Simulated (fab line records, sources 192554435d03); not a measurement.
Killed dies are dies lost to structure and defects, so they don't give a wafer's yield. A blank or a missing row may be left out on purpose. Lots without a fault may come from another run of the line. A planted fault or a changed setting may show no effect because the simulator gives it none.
Chamber matching | flow n5_finfet | N5_MOL_CONTACT_COAG_ETCHBACK_135 on rie_diel-05: 4 sister chambers
The step etches SiO2 in CHF3, target depth 25 nm, time 16.7 s. 20 wafers are shown with their chamber, then 10 later ones without.

WAFERS WITH THEIR CHAMBER
wafer  | chamber | rf_vpp_V (V) | throttle_valve_pct (%) | oes_product_au (a.u.)
L078.1 | 1       | 529          | 18.57                  | 0.93
L078.2 | 3       | 519          | 18.22                  | 0.87
L078.3 | 0       | 513          | 18.51                  | 0.78
L078.4 | 2       | 535          | 18.75                  | 0.72
L078.5 | 3       | 520          | 18.21                  | 0.86
L078.6 | 2       | 536          | 18.73                  | 0.72
L082.3 | 1       | 527          | 18.60                  | 0.91
L082.4 | 2       | 535          | 18.74                  | 0.72
L082.5 | 2       | 534          | 18.73                  | 0.71
L090.1 | 0       | 511          | 18.57                  | 0.76
L090.2 | 3       | 521          | 18.25                  | 0.82
L090.3 | 2       | 534          | 18.78                  | 0.70
L090.4 | 0       | 511          | 18.56                  | 0.76
L090.5 | 3       | 520          | 18.23                  | 0.82
L090.6 | 2       | 534          | 18.79                  | 0.70
L092.1 | 0       | 511          | 18.56                  | 0.75
L092.2 | 2       | 535          | 18.79                  | 0.70
L092.3 | 3       | 520          | 18.27                  | 0.81
L092.4 | 1       | 527          | 18.61                  | 0.91
L092.5 | 2       | 533          | 18.78                  | 0.70

SIGNATURES (means of the wafers above)
reading            | chamber 0 | chamber 1 | chamber 2 | chamber 3 | scatter within a chamber
rf_vpp_V           | 511.50    | 527.67    | 534.50    | 520.00    | 0.924
throttle_valve_pct | 18.5500   | 18.5933   | 18.7613   | 18.2360   | 0.0253
oes_product_au     | 0.7625    | 0.9167    | 0.7087    | 0.8360    | 0.0165
Rule: a wafer's distance from a chamber is the root of the sum, over the readings, of the square of ((its reading less the chamber's mean) divided by the reading's scatter). The wafer belongs to the nearest chamber; if the next one is less than 2 further off, it can't be placed. The scatter: the root of (the sum of the squares of (reading less its chamber's mean) over the shown wafers, divided by (wafers less chambers)).

WAFERS WITHOUT THEIR CHAMBER
wafer  | rf_vpp_V (V) | throttle_valve_pct (%) | oes_product_au (a.u.)
L092.6 | 529          | 18.61                  | 0.90
L094.1 | 535          | 18.79                  | 0.70
L094.5 | 520          | 18.28                  | 0.80
L094.6 | 511          | 18.54                  | 0.75
L095.1 | 535          | 18.81                  | 0.70
L095.2 | 520          | 18.29                  | 0.80
L095.3 | 512          | 18.55                  | 0.75
L095.4 | 527          | 18.62                  | 0.89
L095.5 | 535          | 18.79                  | 0.70
L095.6 | 520          | 18.27                  | 0.80

WHICH CHAMBER EACH WENT THROUGH
wafer  | from the rows above | in truth
L092.6 | 1                   | 1
L094.1 | 2                   | 2
L094.5 | 3                   | 3
L094.6 | 0                   | 0
L095.1 | 2                   | 2
L095.2 | 3                   | 3
L095.3 | 0                   | 0
L095.4 | 1                   | 1
L095.5 | 2                   | 2
L095.6 | 3                   | 3
Placed correctly: 10 of 10. Can't be placed from these rows: 0. Placed wrongly: 0.
